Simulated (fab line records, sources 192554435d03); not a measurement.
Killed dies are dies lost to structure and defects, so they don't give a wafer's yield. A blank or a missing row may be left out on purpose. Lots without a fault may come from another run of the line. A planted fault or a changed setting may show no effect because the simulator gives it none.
Chamber matching | flow n5_finfet | N5_PMOS_HMC_CHANNEL_EPI_DESCUM_14 on rie_diel-03: 4 sister chambers
The step chemistry O2, time 7.9 s. 4 wafers are shown with their chamber, then 8 later ones without.

WAFERS WITH THEIR CHAMBER
wafer  | chamber | drypump_motor_current_A (A)
L088.5 | 3       | 5.7
L091.5 | 1       | 6.0
L091.6 | 2       | 5.0
L092.1 | 0       | 5.9

WAFERS WITHOUT THEIR CHAMBER
wafer  | drypump_motor_current_A (A)
L092.2 | 5.6
L092.4 | 6.0
L095.2 | 5.9
L095.4 | 5.6
L095.5 | 5.0
L097.1 | 5.1
L097.4 | 6.0
L097.6 | 5.6

WHICH CHAMBER EACH WENT THROUGH
wafer  | from the rows above     | in truth
L092.2 | 3                       | 3
L092.4 | can't be placed: 1 or 0 | 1
L095.2 | can't be placed: 0 or 1 | 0
L095.4 | 3                       | 3
L095.5 | 2                       | 2
L097.1 | 2                       | 2
L097.4 | can't be placed: 1 or 0 | 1
L097.6 | 3                       | 3
Placed correctly: 5 of 8. Can't be placed from these rows: 3 (the true chamber is among the candidates in 3). Placed wrongly: 0.
How it was worked out, from the rows above alone: a wafer's distance from a chamber is the root of the sum, over the readings, of the square of ((its reading less the chamber's mean) divided by the reading's scatter). The wafer belongs to the nearest chamber; if the next one is less than 2 further off, it can't be placed. A chamber's mean is the mean of its shown wafers. The scatter: with one shown wafer a chamber, the root of the mean of the squares of how far each hidden wafer lies from its nearest shown one.
